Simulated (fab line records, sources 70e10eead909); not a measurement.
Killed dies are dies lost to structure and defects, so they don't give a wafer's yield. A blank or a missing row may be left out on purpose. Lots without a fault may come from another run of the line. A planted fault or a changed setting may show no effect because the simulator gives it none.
fab line records | flow nand_harc
record lots=7 wafers=19 last_day=31
route steps=1302 shown A_ZERO_WELL@393
lots that met no fault: from a run of the same line without faults
start_h: hours from the record's first day to the start of the lot's first wafer shown | wait_h: hours since the lot's step before | " the same as in the row above | L1.1+2: a row that stands for several wafers | - no value, or no start given | * or withheld: withheld | < > ~ a bound
route shown NAME@n: a module of which the file shows steps, and the number in the route of the first | usual: mean/standard deviation of fault-free wafers | same: alike in all rows | chamber/n: place in a boat | sites: the reading at each site | _std_site: their standard deviation | _edge_site: outer sites' mean less inner sites' | radius_mm: how far each site lies from the wafer's centre | mask NAME#n: copy n | behind: the tool/chamber that last shaped the wafer | hold: why the lot was held/for how many hours/how that ended | device: the transistor (n, p or np) that didn't switch | end of line: the same wafers' tests at the end of the route | a step without rows: its recipe alone | killed: dies lost to structure and defects at the first sort, not the wafer's yield | map: a wafer's dies, x killed, . not, _ none there
set.NAME: the setting as run; set.NAME@STEP: as run at that earlier step | model.NAME: the simulator's own value behind a step, which no gauge read
lots at some steps of the route; a table a step, a row a wafer
services: from which hour (start_h, from the record's first day; less than 0 if before it) a tool's chamber was out of use, for how many hours, and why
## steps
# step NHARC_A_ZERO_WELL_HMDS_03
# recipe time_s=30
# step NHARC_A_ZERO_WELL_COAT_18
# recipe temp_c=200 time_s=65
# step NHARC_A_ZERO_WELL_COAT_04
# recipe spin_rpm=2000 resist_thk_nm=600
# step NHARC_A_ZERO_WELL_SOFTBAKE_05
# recipe temp_c=125 time_s=70
# step NHARC_A_ZERO_WELL_EBR_06
# step NHARC_A_ZERO_WELL_EXPOSE_07
# recipe na=0.55 dose_mj=33.85 mask_id=A_ZERO
# step NHARC_A_ZERO_WELL_PEB_08
# recipe peb_temp_c=128 peb_time_s=80
# step NHARC_A_ZERO_WELL_DEVELOP_09
# recipe time_s=50 dev_temp_c=22
# step NHARC_A_ZERO_WELL_CD_MEAS_10
# recipe target_cd_nm=2000 landing_energy_ev=500
# usual cd_nm=1999.9/1.8
# columns lot.wafer tool chamber start_h wait_h cd_nm
L505.3 cd_sem-03 0 151.72 - 1998.6
L505.5 " 0 " " 1998.6
L505.6 " 0 " " 2001.2
L504.3 cd_sem-02 0 152.53 - 1998.9
L504.4 " 0 " " 1999.8
L504.6 " 0 " " 1997.7
L512.1 cd_sem-02 0 228.41 - 2001.0
L512.2 " 0 " " 2000.1
L515.2 cd_sem-03 0 257.90 - 1996.6
L515.5 " 0 " " 2001.6
L515.6 " 0 " " 1997.1
L516.1 cd_sem-03 0 264.81 - 1996.7
L516.3 " 0 " " 1999.2
L518.3 cd_sem-02 0 281.75 - 2000.1
L518.5 " 0 " " 1997.8
L518.6 " 0 " " 2000.4
L522.1 cd_sem-01 0 331.83 - 2001.3
L522.4 " 0 " " 2001.9
L522.5 " 0 " " 2001.5
# step NHARC_A_ZERO_WELL_HARDBAKE_11
# recipe temp_c=118 time_s=65
# step NHARC_A_ZERO_WELL_DESCUM_12
# recipe time_s=3 o2_flow_sccm=200 ar_flow_sccm=0 bias_power_w=0 chemistry=O2
# usual drypump_motor_current_A=5.9/0.33 mfc_ar_sccm=0.012/0.015 oes_product_au=1.001/0.01 rf_vpp_V=58.0/0.96 showerhead_plenum_p_Torr=1.96/0.11 throttle_valve_pct=11.311/0.0089
# columns lot.wafer tool chamber start_h wait_h drypump_motor_current_A mfc_ar_sccm oes_product_au rf_hours_counter_h rf_vpp_V showerhead_plenum_p_Torr throttle_valve_pct
L505.3 rie_diel-12 1 151.88 - 5.7 0.036 1.001 1 58.7 2.04 11.315
L505.5 " 0 " " 5.9 0 0.998 - 57.9 2.07 11.326
L505.6 " 1 " " 5.7 0.036 1.005 - 58.8 2.04 11.316
L504.4 rie_diel-12 1 152.69 - 5.6 0.036 0.997 1 57.9 2.04 11.304
L504.3 " 2 " " 5.6 0 0.993 2 57.6 2.02 11.310
L504.6 " 1 " " 5.6 0.036 1.004 - 58.9 2.04 11.313
L512.2 rie_diel-06 0 228.58 - 6.2 0 1.005 31 60.4 2.01 11.323
L512.1 " 1 " " 5.8 0 0.989 34 58.1 2.05 11.323
L515.2 rie_diel-12 2 258.08 - 5.6 0 1.000 5 58.3 2.02 11.302
L515.6 " 3 " " 6.2 0.014 1.007 - 56.7 1.79 11.306
L515.5 " 0 " " 5.9 0 0.986 - 59.3 2.07 11.329
L516.1 rie_diel-12 0 264.97 - 5.9 0 0.999 5 58.8 2.07 11.306
L516.3 " 1 " " 5.7 0.036 1.000 5 59.2 2.04 11.322
L518.3 rie_diel-12 0 281.92 - 5.9 0 0.991 0 57.5 2.07 11.301
L518.6 " 1 " " 5.7 0.036 1.018 - 57.4 2.04 11.319
L518.5 " 2 " " 5.6 0 1.000 - 58.2 2.02 11.318
L522.4 rie_diel-12 1 331.99 - 5.7 0.036 1.029 2 57.9 2.04 11.300
L522.1 " 3 " " 6.2 0.014 0.999 2 57.0 1.79 11.321
L522.5 " 1 " " 5.7 0.036 1.012 - 58.6 2.04 11.305
# step NHARC_A_ZERO_WELL_ETCH_19
# recipe target_depth_a=800 overetch_a=240 time_s=87.88 ion_energy_ev=200 n2_flow_sccm=150 h2_flow_sccm=150 ar_flow_sccm=0 rf_w=400 bias_w=150 chemistry=N2/H2
# usual drypump_motor_current_A=5.9/0.32 mfc_ar_sccm=0.011/0.014 n2_flow_sccm=150.2/0.45 oes_product_au=1.002/0.011 rf_vpp_V=432/3.6 showerhead_plenum_p_Torr=2.09/0.13 throttle_valve_pct=14.172/0.009
# columns lot.wafer tool chamber start_h wait_h drypump_motor_current_A mfc_ar_sccm n2_flow_sccm oes_product_au rf_hours_counter_h rf_vpp_V showerhead_plenum_p_Torr throttle_valve_pct
L505.3 rie_diel-12 0 151.96 0.1 5.9 0 150.7 0.990 1 435 2.21 14.152
L505.6 " 3 " " 6.2 0.014 149.8 1.014 - 426 1.91 14.173
L505.5 " 0 " " 6.0 0 151.4 0.998 - 436 2.21 14.179
L504.4 rie_diel-12 1 152.78 0.1 5.6 0.036 150.6 0.995 1 434 2.18 14.166
L504.3 " 2 " " 5.6 0 150.3 0.989 2 434 2.16 14.168
L504.6 " 3 " " 6.2 0.014 150.6 1.001 - 426 1.90 14.163
L512.1 rie_diel-06 3 228.65 0.1 5.9 0.016 149.4 0.997 24 436 2.21 14.191
L512.2 " 1 " " 5.8 0 149.3 0.979 34 433 2.19 14.170
L515.2 rie_diel-12 0 258.15 0.1 5.9 0 149.6 1.008 5 435 2.21 14.195
L515.6 " 2 " " 5.6 0 150.5 1.006 - 432 2.16 14.186
L515.5 " 3 " " 6.2 0.014 149.3 1.024 - 428 1.90 14.185
L516.1 rie_diel-12 0 265.07 0.1 5.9 0 150.9 0.989 5 435 2.21 14.174
L516.3 " 1 " " 5.7 0.036 150.0 1.003 5 434 2.18 14.172
L518.3 rie_diel-12 2 282.00 0.1 5.6 0 150.0 1.008 0 435 2.16 14.181
L518.5 " 3 " " 6.2 0.014 150.4 0.997 - 426 1.90 14.167
L518.6 " 0 " " 5.9 0 150.0 0.989 - 436 2.21 14.152
L522.1 rie_diel-12 2 332.08 0.1 5.6 0 149.8 0.994 2 433 2.16 14.185
L522.4 " 0 " " 5.9 0 149.5 0.981 2 435 2.21 14.181
L522.5 " 2 " " 5.6 0 150.0 1.008 - 434 2.16 14.165
# step NHARC_A_ZERO_WELL_ETCH_13
# recipe target_depth_a=1200 time_s=40.1 hbr_flow_sccm=150 cl2_flow_sccm=50 rf_w=400 icp_w=400 bias_w=100 chemistry=HBr/Cl2
# usual drypump_motor_current_A=5.7/0.47 hbr_flow_sccm=150.0/0.41 oes_product_au=0.997/0.0099 throttle_valve_pct=26.405/0.0096
# columns lot.wafer tool chamber start_h wait_h drypump_motor_current_A hbr_flow_sccm oes_product_au rf_hours_counter_h throttle_valve_pct
L505.3 rie_si-05 3 152.11 - 5.3 150.6 1.004 0.1 26.409
L505.5 " 0 " " 5.3 150.1 1.013 - 26.408
L505.6 " 1 " " 5.5 150.0 1.000 - 26.415
L504.4 rie_si-06 3 152.90 - 5.4 150.2 0.988 0.4 26.413
L504.3 " 1 " " 5.2 150.2 0.985 0.5 26.406
L504.6 " 2 " " 5.6 150.4 0.991 - 26.406
L512.2 rie_si-06 2 228.79 - 5.7 150.7 0.907 0.9 26.422
L512.1 " 3 " " 5.4 150.1 0.889 0.8 26.412
L515.2 rie_si-06 3 258.29 - 5.4 149.8 0.902 0.0 26.398
L515.5 " 0 " " 6.2 149.7 0.999 - 26.396
L515.6 " 1 " " 5.2 150.2 0.983 - 26.409
L516.3 rie_si-06 3 265.17 - 5.4 149.4 1.008 0.1 26.411
L516.1 " 0 " " 6.2 150.9 0.911 0.1 26.414
L518.3 rie_si-03 3 282.10 - 5.8 149.6 0.988 0.3 26.420
L518.6 " 3 " " 5.7 150.1 0.993 - 26.403
L518.5 " 0 " " 6.3 150.0 0.999 - 26.401
L522.4 rie_si-03 1 332.19 - 5.1 150.1 0.983 0.7 26.403
L522.1 " 0 " " 6.3 149.9 1.006 0.7 26.404
L522.5 " 2 " " 6.6 150.0 0.993 - 26.410
# step NHARC_A_ZERO_WELL_STRIP_14
# recipe time_s=900 temp_c=130 chemistry=SPM
## services
# columns tool chamber start_h hours kind
rie_si-05 - 128.00 9.0 pm
rie_diel-06 - 130.22 9.0 pm
rie_si-03 - 145.94 0.2 repair
rie_diel-12 0 149.40 - clean
rie_diel-12 1 149.40 - clean
rie_diel-12 2 149.40 - clean
rie_diel-12 3 149.40 - clean
rie_diel-12 0 173.90 - clean
rie_diel-12 1 173.90 - clean
rie_diel-12 2 173.90 - clean
rie_diel-06 - 176.08 0.1 repair
rie_si-03 1 176.16 4.7 repair
rie_si-06 - 186.32 1.7 repair
rie_diel-06 - 192.92 4.9 repair
rie_si-05 2 216.01 11.0 repair
rie_si-03 - 221.00 9.0 pm
rie_si-05 2 232.31 6.9 repair
rie_si-06 - 249.00 9.0 pm
rie_diel-12 - 268.40 9.0 pm
rie_diel-06 - 286.84 29.6 repair
rie_si-05 - 293.18 0.2 repair
rie_si-05 - 305.00 9.0 pm
rie_diel-12 - 314.29 0.8 repair
rie_diel-06 - 316.45 9.0 pm
## key
first_sign step=NHARC_A_ZERO_WELL_ETCH_13 reading=oes_product_au direction=down sigmas=9.6 usual=0.997 struck=0.902
effect none on later readings
met_at NHARC_A_ZERO_WELL_ETCH_13
struck_wafers L512.1,L512.2,L515.2,L516.1
tester_left_out L512,L515,L516
onset_between 152.90 228.79
fault kind=process_parameter_drift tool=rie_si-06 chamber=- onset_h=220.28 steps=NHARC_A_ZERO_WELL_ETCH_13 channel=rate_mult offset=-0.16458 shape=step end_h=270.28 scope=struck_wafers_only
# tester_left_out: of these lots the tester's yield and bins aren't shown, on N5 and GAA mostly nor the transistor test; their killed dies are dies lost to structure and defects alone, not to doping, threshold or leakage, so they don't give the yield
